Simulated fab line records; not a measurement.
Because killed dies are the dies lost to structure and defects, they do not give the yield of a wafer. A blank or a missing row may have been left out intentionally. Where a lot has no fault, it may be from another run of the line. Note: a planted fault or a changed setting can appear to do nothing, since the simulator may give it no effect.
Lot-split experiment ; flow n5 finfet ; 21 wafers read from 7 lots, route of 1938 steps

## THE SPLIT ITSELF
At N5_ZERO_LAYER_PECVD_02 (deposits SiO2 from SiH4/N2O, target thk 10 nm, time 6 s), the setting time s was moved away from the recipe's 6 s on 7 of the 21 wafers read, by -14.5% to +4.7%. For the rest of the wafers, this setting stayed at what the recipe calls for.

The reading comes from the split's own step.

## THE READING
SiO2_of_ZERO_LAYER_PECVD_02.thk nm (the simulator's own value, which no gauge read), in nm, at N5_ZERO_LAYER_PECVD_02 (deposits SiO2 from SiH4/N2O, target thk 10 nm, time 6 s). There is no usual value for it anywhere in the file. Across the 14 wafers here that went through the recipe, the average is 10.115 nm and the standard deviation 0.14 nm.

wafer;tool, chamber at the split;time s as run, s;against the recipe;SiO2_of_ZERO_LAYER_PECVD_02.thk nm, nm;against lot-mates on the recipe
L076.1;pecvd-04, 0;6;recipe;9.986;-
L076.3;pecvd-04, 1;6;recipe;10.13;-
L076.4;pecvd-04, 1;6;recipe;10.17;-
L083.1;pecvd-04, 2;5.644;-5.9%;9.269;-0.861
L083.3;pecvd-04, 1;6;recipe;10.13;-
L083.4;pecvd-04, 0;5.644;-5.9%;9.447;-0.683
L084.1;pecvd-04, 2;6;recipe;9.874;-
L084.3;pecvd-04, 0;6;recipe;10.06;-
L084.5;pecvd-04, 1;6;recipe;10.13;-
L086.1;pecvd-01, 0;5.132;-14.5%;8.597;-1.503
L086.2;pecvd-01, 1;6;recipe;10.1;-
L086.6;pecvd-01, 0;5.132;-14.5%;8.581;-1.519
L090.1;pecvd-02, 0;6.284;+4.7%;10.5;+0.250
L090.4;pecvd-02, 0;6;recipe;10.22;-
L090.6;pecvd-02, 2;6;recipe;10.28;-
L096.1;pecvd-04, 0;6;recipe;10.11;-
L096.3;pecvd-04, 2;6.282;+4.7%;10.46;+0.350
L096.4;pecvd-04, 2;6.282;+4.7%;10.49;+0.380
L097.2;pecvd-02, 2;6;recipe;9.821;-
L097.4;pecvd-02, 0;6;recipe;10.36;-
L097.5;pecvd-02, 1;6;recipe;10.24;-

THE FIT
A straight line over all 21 wafers: SiO2_of_ZERO_LAYER_PECVD_02.thk nm changes by +0.103 nm for each +1% of time s; r = +0.97; the points scatter about the line by 0.14 nm.
The same after taking each lot's own level away (the mean of its wafers on the recipe; 21 wafers): +0.101 nm for each +1%; r = +0.97; scatter 0.13 nm.
On that fit, the largest move of time s shifts the reading by 1.5 nm.
From 10.0213 to 10.2500 nm: that is the span of the lots' own levels, equal to 1.6 times the standard deviation above.
Hence the lot-to-lot level has little effect on the slope; both slopes agree.
Check: for one of the wafers moved furthest among these (-14.5%), held out of the fit, the line's prediction against its lot-mates is -1.51 nm. It came out at -1.5 nm against them.

## THE FILE'S OWN FIT
SiO2_of_ZERO_LAYER_PECVD_02.thk nm changes by +0.101 nm for each +1% of time s, r = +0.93.
